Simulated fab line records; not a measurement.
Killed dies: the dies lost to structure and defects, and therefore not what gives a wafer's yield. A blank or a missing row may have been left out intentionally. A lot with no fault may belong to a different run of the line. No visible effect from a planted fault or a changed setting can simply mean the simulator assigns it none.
Matching of chambers	flow n5Finfet	3 sister chambers for N5_BEOL_M0_SAQP_PECVD_04 on pecvd-02
The step deposits a-Si from SiH4/He, target thk 60 nm, time 60.2 s. 6 wafers are shown with their chamber, then 12 later ones without.

## WAFERS, EACH WITH ITS CHAMBER
wafer	chamber	throttleValvePct (%)	showerheadVppV (V)
L088.5	2	17.8	622
L089.2	0	18.4	618
L089.6	0	18.7	623
L091.2	1	20.0	572
L091.4	1	20.1	581
L091.6	2	17.4	614

## WAFERS MISSING THEIR CHAMBER
wafer	throttleValvePct (%)	showerheadVppV (V)
L094.4	18.5	626
L094.5	19.8	576
L094.6	17.6	618
L095.1	19.9	577
L095.5	20.0	584
L095.6	18.0	621
L097.1	18.6	622
L097.4	18.6	615
L097.5	17.9	611
L096.1	18.4	618
L096.2	18.0	612
L096.3	20.2	571

## WHICH CHAMBER EACH ONE RAN IN
wafer	from the rows above	in truth
L094.4	0	0
L094.5	1	1
L094.6	2	2
L095.1	1	1
L095.5	1	1
L095.6	can't be placed: 2 or 0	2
L097.1	0	0
L097.4	0	0
L097.5	can't be placed: 2 or 0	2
L096.1	0	0
L096.2	can't be placed: 2 or 0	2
L096.3	1	1
Placed correctly: 9 of 12. These rows do not allow placing 3 (true chamber among the candidates in 3). Placed wrongly: 0.
How it was worked out, from the rows above alone: a wafer's distance from a chamber is the root of the sum, over the readings, of the square of ((its reading less the chamber's mean) divided by the reading's scatter). The wafer belongs to the nearest chamber; if the next one is less than 2 further off, it can't be placed. For every chamber, the mean is computed from those of its wafers that are shown. The scatter: the root of (the sum of the squares of (reading less its chamber's mean) over the shown wafers, divided by (wafers less chambers)).
